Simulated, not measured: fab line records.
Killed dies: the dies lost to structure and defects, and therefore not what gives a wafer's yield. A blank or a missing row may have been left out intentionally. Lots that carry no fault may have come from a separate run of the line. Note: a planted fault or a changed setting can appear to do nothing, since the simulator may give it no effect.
Chamber matching    flow nand-harc    4 sister chambers for NHARC_A_CHANNEL_FILL_D1_ALD_25 on ald-hk-02
The step deposits SiOx, target thk 60 nm, pulse time 10 s, ald cycles 600. 8 wafers are shown with their chamber, then 9 later ones without.

== WAFERS, EACH WITH ITS CHAMBER ==
wafer   chamber  heater-power-outer-w (W)  heater-power-w (W)
L080.3  3        285                       499
L081.3  0        250                       438
L081.6  0        244                       445
L083.2  3        273                       485
L086.5  1        258                       469
L088.1  1        263                       470
L088.3  2        245                       431
L088.5  2        240                       437

== WAFERS WHOSE CHAMBER IS MISSING ==
wafer   heater-power-outer-w (W)  heater-power-w (W)
L090.1  236                       436
L090.2  269                       472
L090.6  240                       437
L094.1  262                       483
L094.3  247                       448
L094.2  258                       485
L097.2  239                       434
L097.3  258                       471
L097.6  268                       490

== EACH ONE'S CHAMBER ==
wafer    from the rows above       in truth
L090.1   can't be placed: 2 or 0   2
L090.2   1                         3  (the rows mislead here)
L090.6   can't be placed: 2 or 0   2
L094.1   can't be placed: 1 or 3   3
L094.3   can't be placed: 0 or 2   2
L094.2   can't be placed: 1 or 3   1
L097.2   can't be placed: 2 or 0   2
L097.3   1                         1
L097.6   can't be placed: 3 or 1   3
Correctly placed: 1 of 9. Cannot be placed on the basis of these rows: 7; the candidates contain the true chamber in 7. Number placed wrongly: 1.
How it was worked out, from the rows above alone: a wafer's distance from a chamber is the root of the sum, over the readings, of the square of ((its reading less the chamber's mean) divided by the reading's scatter). The wafer belongs to the nearest chamber; if the next one is less than 2 further off, it can't be placed. The mean given for a chamber averages the wafers shown for that chamber. How the scatter is found: for the shown wafers, subtract from each reading the mean of its chamber, square and add these, divide the total by (wafers less chambers), then take the root.
